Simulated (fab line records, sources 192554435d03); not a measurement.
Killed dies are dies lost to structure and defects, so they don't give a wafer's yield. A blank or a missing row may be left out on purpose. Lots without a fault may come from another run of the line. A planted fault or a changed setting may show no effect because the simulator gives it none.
Which tool did it? | flow n5_finfet | 24 lots, 72 wafers sampled, at 5 steps of a route of 1938

WHAT THE GAUGES READ, wafer by wafer
N5_BEOL_M10_THK_MEAS_53: measures by xrf. Usual: M10_THK 142 nm, standard deviation 3.4.
lot  | measured     | on            | M10_THK (nm) | flag
L076 | day 10 01:19 | film_metro-01 | 145 142 142  |
L074 | day 10 02:28 | film_metro-01 | 140 140 134  |
L075 | day 10 10:01 | film_metro-01 | 143 139 145  |
L077 | day 10 11:55 | film_metro-02 | 142 145 142  |
L078 | day 10 13:39 | film_metro-01 | 141 136 143  |
L079 | day 11 07:56 | film_metro-02 | 137 140 144  |
L080 | day 11 18:56 | film_metro-02 | 143 143 143  |
L081 | day 12 03:11 | film_metro-02 | 140 144 146  |
L082 | day 12 03:54 | film_metro-01 | 136 141 140  |
L084 | day 12 21:30 | film_metro-02 | 147 147 143  |
L083 | day 12 22:05 | film_metro-02 | 141 138 140  |
L086 | day 13 06:05 | film_metro-02 | 137 139 139  |
L085 | day 13 07:47 | film_metro-02 | 143 140 142  |
L088 | day 13 13:44 | film_metro-01 | 139 142 140  |
L087 | day 13 14:01 | film_metro-02 | 138 138 138  |
L089 | day 13 21:51 | film_metro-01 | 148 143 148  |
L091 | day 14 15:26 | film_metro-02 | 141 140 140  |
L090 | day 14 15:58 | film_metro-02 | 146 138 139  |
L092 | day 14 20:44 | film_metro-02 | 138 136 135  |
L093 | day 15 13:20 | film_metro-02 | 149 148 148  |
L096 | day 15 15:27 | film_metro-01 | 142 148 146  |
L095 | day 15 22:21 | film_metro-02 | 143 143 140  |
L094 | day 15 22:40 | film_metro-01 | 145 142 148  |
L097 | day 16 18:10 | film_metro-02 | 142 146 143  |

N5_BEOL_M10_RS_MEAS_57: measures by four-point-probe. Usual: M10_RS 0.150 ohm/sq, standard deviation 0.0037.
lot  | measured     | on            | M10_RS (ohm/sq)   | flag
L076 | day 10 01:26 | film_metro-01 | 0.147 0.151 0.152 |
L074 | day 10 02:36 | film_metro-01 | 0.152 0.152 0.159 |
L075 | day 10 10:11 | film_metro-01 | 0.149 0.154 0.148 |
L077 | day 10 12:03 | film_metro-02 | 0.149 0.146 0.149 |
L078 | day 10 13:47 | film_metro-01 | 0.150 0.157 0.149 |
L079 | day 11 08:05 | film_metro-02 | 0.156 0.153 0.147 |
L080 | day 11 19:04 | film_metro-02 | 0.151 0.152 0.150 |
L081 | day 12 03:19 | film_metro-02 | 0.154 0.149 0.147 |
L082 | day 12 04:02 | film_metro-02 | 0.156 0.150 0.150 |
L084 | day 12 21:38 | film_metro-01 | 0.147 0.148 0.152 |
L083 | day 12 22:13 | film_metro-01 | 0.152 0.154 0.153 |
L086 | day 13 06:13 | film_metro-02 | 0.155 0.154 0.154 |
L085 | day 13 07:55 | film_metro-01 | 0.149 0.152 0.150 |
L088 | day 13 13:52 | film_metro-01 | 0.153 0.151 0.152 |
L087 | day 13 14:09 | film_metro-01 | 0.153 0.154 0.153 |
L089 | day 13 21:59 | film_metro-02 | 0.144 0.149 0.145 |
L091 | day 14 15:36 | film_metro-01 | 0.148 0.150 0.149 |
L090 | day 14 16:07 | film_metro-01 | 0.145 0.155 0.153 |
L092 | day 14 20:52 | film_metro-02 | 0.155 0.156 0.159 |
L093 | day 15 13:28 | film_metro-02 | 0.143 0.144 0.143 |
L096 | day 15 15:36 | film_metro-01 | 0.150 0.145 0.146 |
L095 | day 15 22:31 | film_metro-01 | 0.150 0.150 0.154 |
L094 | day 15 22:50 | film_metro-01 | 0.148 0.151 0.145 |
L097 | day 16 18:18 | film_metro-02 | 0.149 0.146 0.148 |

N5_BEOL_M11_THK_MEAS_01. Usual: M11_ILD_THK 267 nm, standard deviation 3.5.
lot  | measured     | on            | M11_ILD_THK (nm) | flag
L076 | day 10 02:06 | film_metro-02 | 264 268 268      |
L074 | day 10 03:15 | film_metro-01 | 259 263 266      |
L075 | day 10 10:52 | film_metro-02 | 265 268 272      |
L077 | day 10 12:42 | film_metro-02 | 262 271 270      |
L078 | day 10 14:26 | film_metro-02 | 267 264 270      |
L079 | day 11 08:44 | film_metro-02 | 268 267 271      |
L080 | day 11 20:19 | film_metro-01 | 268 268 273      |
L081 | day 12 03:58 | film_metro-02 | 266 267 272      |
L082 | day 12 04:48 | film_metro-02 | 268 269 265      |
L084 | day 12 22:17 | film_metro-01 | 267 273 270      |
L083 | day 12 22:52 | film_metro-01 | 263 267 264      |
L086 | day 13 06:53 | film_metro-01 | 260 263 270      |
L085 | day 13 08:34 | film_metro-01 | 267 271 268      |
L088 | day 13 14:48 | film_metro-01 | 261 263 267      |
L087 | day 13 15:07 | film_metro-02 | 262 268 268      |
L089 | day 13 22:38 | film_metro-01 | 270 266 266      |
L091 | day 14 16:37 | film_metro-01 | 266 267 266      |
L090 | day 14 17:06 | film_metro-01 | 268 268 270      |
L092 | day 14 22:01 | film_metro-02 | 262 267 273      |
L093 | day 15 14:07 | film_metro-01 | 266 267 266      |
L096 | day 15 16:29 | film_metro-01 | 261 258 262      |
L095 | day 15 23:10 | film_metro-02 | 264 267 272      |
L094 | day 15 23:29 | film_metro-01 | 261 267 266      |
L097 | day 16 19:26 | film_metro-02 | 269 266 271      |

N5_BEOL_M11_CD_MEAS_28: target cd 70 nm. Usual: cd_nm 70.8 nm, standard deviation 1.1.
lot  | measured     | on        | cd_nm (nm)     | flag
L076 | day 10 06:04 | cd_sem-02 | 71.3 69.2 69.1 |
L074 | day 10 06:21 | cd_sem-02 | 72.2 72.0 72.4 |
L075 | day 10 18:45 | cd_sem-03 | 71.7 71.2 72.1 |
L077 | day 10 18:35 | cd_sem-01 | 70.3 70.4 71.3 |
L078 | day 10 20:53 | cd_sem-03 | 70.9 72.0 72.1 |
L079 | day 11 15:50 | cd_sem-02 | 68.1 69.5 68.9 |
L080 | day 12 00:02 | cd_sem-01 | 71.3 70.4 69.7 |
L081 | day 12 09:59 | cd_sem-01 | 70.4 70.0 70.2 |
L082 | day 12 09:05 | cd_sem-02 | 68.7 69.7 68.5 |
L084 | day 13 01:40 | cd_sem-03 | 72.0 71.2 71.1 |
L083 | day 13 01:58 | cd_sem-01 | 70.6 69.5 71.6 |
L086 | day 13 09:20 | cd_sem-02 | 69.5 71.3 70.4 |
L085 | day 13 11:26 | cd_sem-03 | 68.2 68.8 68.9 |
L088 | day 13 17:55 | cd_sem-02 | 70.7 70.7 70.3 |
L087 | day 13 18:05 | cd_sem-02 | 68.9 70.0 70.3 |
L089 | day 14 05:36 | cd_sem-03 | 70.1 71.6 70.6 |
L091 | day 14 18:53 | cd_sem-02 | 71.1 71.0 73.2 |
L090 | day 14 20:55 | cd_sem-03 | 69.9 71.9 71.0 |
L092 | day 15 04:53 | cd_sem-03 | 70.9 71.3 71.1 |
L093 | day 15 16:01 | cd_sem-03 | 72.3 72.1 72.4 |
L096 | day 15 20:24 | cd_sem-03 | 71.2 70.1 71.0 |
L095 | day 16 02:23 | cd_sem-03 | 70.5 70.1 70.5 |
L094 | day 16 02:13 | cd_sem-03 | 70.5 70.6 72.8 |
L097 | day 16 22:07 | cd_sem-01 | 71.4 70.9 70.5 |

N5_BEOL_M12_CD_MEAS_10: target cd 140 nm. Usual: cd_nm 140.1 nm, standard deviation 1.7.
lot  | measured     | on        | cd_nm (nm)        | flag
L076 | day 10 10:10 | cd_sem-03 | 138.1 138.6 140.3 |
L074 | day 10 10:52 | cd_sem-03 | 139.0 139.1 138.3 |
L075 | day 11 00:37 | cd_sem-03 | 140.6 141.9 142.5 |
L077 | day 10 23:29 | cd_sem-03 | 137.3 136.2 138.3 |
L078 | day 11 00:44 | cd_sem-03 | 140.7 140.3 142.9 |
L079 | day 11 19:58 | cd_sem-02 | 139.9 141.1 143.4 |
L080 | day 12 04:12 | cd_sem-01 | 139.4 138.8 140.1 |
L081 | day 12 14:35 | cd_sem-02 | 140.5 139.5 141.2 |
L082 | day 12 13:47 | cd_sem-03 | 140.7 142.0 141.7 |
L084 | day 13 05:28 | cd_sem-01 | 138.7 138.4 139.3 |
L083 | day 13 06:22 | cd_sem-02 | 138.6 140.8 137.5 |
L086 | day 13 13:12 | cd_sem-01 | 139.1 137.0 136.7 |
L085 | day 13 16:40 | cd_sem-01 | 141.4 144.4 141.2 |
L088 | day 13 22:11 | cd_sem-01 | 141.8 142.6 141.2 |
L087 | day 13 22:22 | cd_sem-03 | 141.8 139.1 138.4 |
L089 | day 14 09:15 | cd_sem-03 | 139.9 139.5 139.6 |
L091 | day 14 22:31 | cd_sem-02 | 138.5 139.9 137.8 |
L090 | day 15 01:40 | cd_sem-01 | 142.6 142.6 140.7 |
L092 | day 15 09:07 | cd_sem-02 | 139.2 138.7 138.6 |
L093 | day 15 20:02 | cd_sem-02 | 139.4 141.8 142.3 |
L096 | day 16 00:17 | cd_sem-01 | 143.5 140.7 140.4 |
L095 | day 16 06:15 | cd_sem-03 | 138.8 139.4 142.1 |
L094 | day 16 06:05 | cd_sem-02 | 138.6 142.1 137.6 |
L097 | day 17 01:57 | cd_sem-01 | 142.6 141.4 142.6 |

WHICH TOOL RAN EACH LOT (tool, then ch and the chambers of the sampled wafers, then the start)
The record holds no process step before these readings.

WHAT THE TOOLS THEMSELVES READ (means of the sampled wafers that have a number; where no wafer has one, the mark that the record gives instead)
The record holds no such reading with a usual standard deviation.

THE ANSWER, worked out from the rows above alone
Rule: a lot is off if the mean of its wafers that have a number lies more than 3 standard deviations from the usual mean. A lot without any number at a reading at which 4 lots or more have one is off too. The other lots that the step has rows for count as sound. The gauges are gone through in route order, then the tools' own readings, and for those a lot's mean is taken as printed above. The first step at which some lot is off is used, and at that step the reading that is off furthest; a lot without a number counts as furthest.
No lot is off at any reading shown: from this, nothing can be told.

WHAT THE SIMULATOR HAD PUT IN
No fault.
